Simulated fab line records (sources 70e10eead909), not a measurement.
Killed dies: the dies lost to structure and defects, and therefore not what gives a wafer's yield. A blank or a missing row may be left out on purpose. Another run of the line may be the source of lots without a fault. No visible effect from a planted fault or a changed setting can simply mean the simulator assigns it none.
Chamber matching || flow nand-harc || 4 sister chambers for NHARC_A_STAIRCASE_DESCUM_291 on rie-diel-01
The step chemistry O2, time 3 s. 4 wafers are shown with their chamber, then 10 later ones without.

== EACH WAFER AND ITS CHAMBER ==
{"wafer": "L082.5", "chamber": 1, "showerhead-plenum-p-Torr (Torr)": 1.95}
{"wafer": "L086.6", "chamber": 0, "showerhead-plenum-p-Torr (Torr)": 1.87}
{"wafer": "L089.3", "chamber": 2, "showerhead-plenum-p-Torr (Torr)": 1.79}
{"wafer": "L089.5", "chamber": 3, "showerhead-plenum-p-Torr (Torr)": 1.80}

== WAFERS WHOSE CHAMBER IS MISSING ==
{"wafer": "L089.6", "showerhead-plenum-p-Torr (Torr)": 1.86}
{"wafer": "L090.1", "showerhead-plenum-p-Torr (Torr)": 1.80}
{"wafer": "L090.2", "showerhead-plenum-p-Torr (Torr)": 1.95}
{"wafer": "L090.3", "showerhead-plenum-p-Torr (Torr)": 1.86}
{"wafer": "L092.1", "showerhead-plenum-p-Torr (Torr)": 1.80}
{"wafer": "L092.2", "showerhead-plenum-p-Torr (Torr)": 1.95}
{"wafer": "L092.5", "showerhead-plenum-p-Torr (Torr)": 1.79}
{"wafer": "L096.1", "showerhead-plenum-p-Torr (Torr)": 1.86}
{"wafer": "L096.3", "showerhead-plenum-p-Torr (Torr)": 1.79}
{"wafer": "L096.6", "showerhead-plenum-p-Torr (Torr)": 1.79}

== CHAMBER TAKEN BY EACH ==
{"wafer": "L089.6", "from the rows above": 0, "in truth": 0}
{"wafer": "L090.1", "from the rows above": "can't be placed: 3 or 2", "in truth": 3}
{"wafer": "L090.2", "from the rows above": 1, "in truth": 1}
{"wafer": "L090.3", "from the rows above": 0, "in truth": 0}
{"wafer": "L092.1", "from the rows above": "can't be placed: 3 or 2", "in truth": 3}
{"wafer": "L092.2", "from the rows above": 1, "in truth": 1}
{"wafer": "L092.5", "from the rows above": "can't be placed: 2 or 3", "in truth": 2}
{"wafer": "L096.1", "from the rows above": 0, "in truth": 0}
{"wafer": "L096.3", "from the rows above": "can't be placed: 2 or 3", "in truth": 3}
{"wafer": "L096.6", "from the rows above": "can't be placed: 2 or 3", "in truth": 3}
Placed correctly: 5 of 10. These rows do not allow placing 5 (true chamber among the candidates in 5). Wrongly placed: 0.
How it was worked out, from the rows above alone: a wafer's distance from a chamber is the root of the sum, over the readings, of the square of ((its reading less the chamber's mean) divided by the reading's scatter). If the next closest chamber is less than 2 further off than the closest, the wafer can't be placed; otherwise it belongs to the closest. The mean given for a chamber averages the wafers shown for that chamber. The scatter: root of mean squared gap, hidden wafer to nearest shown wafer, with one shown wafer a chamber.
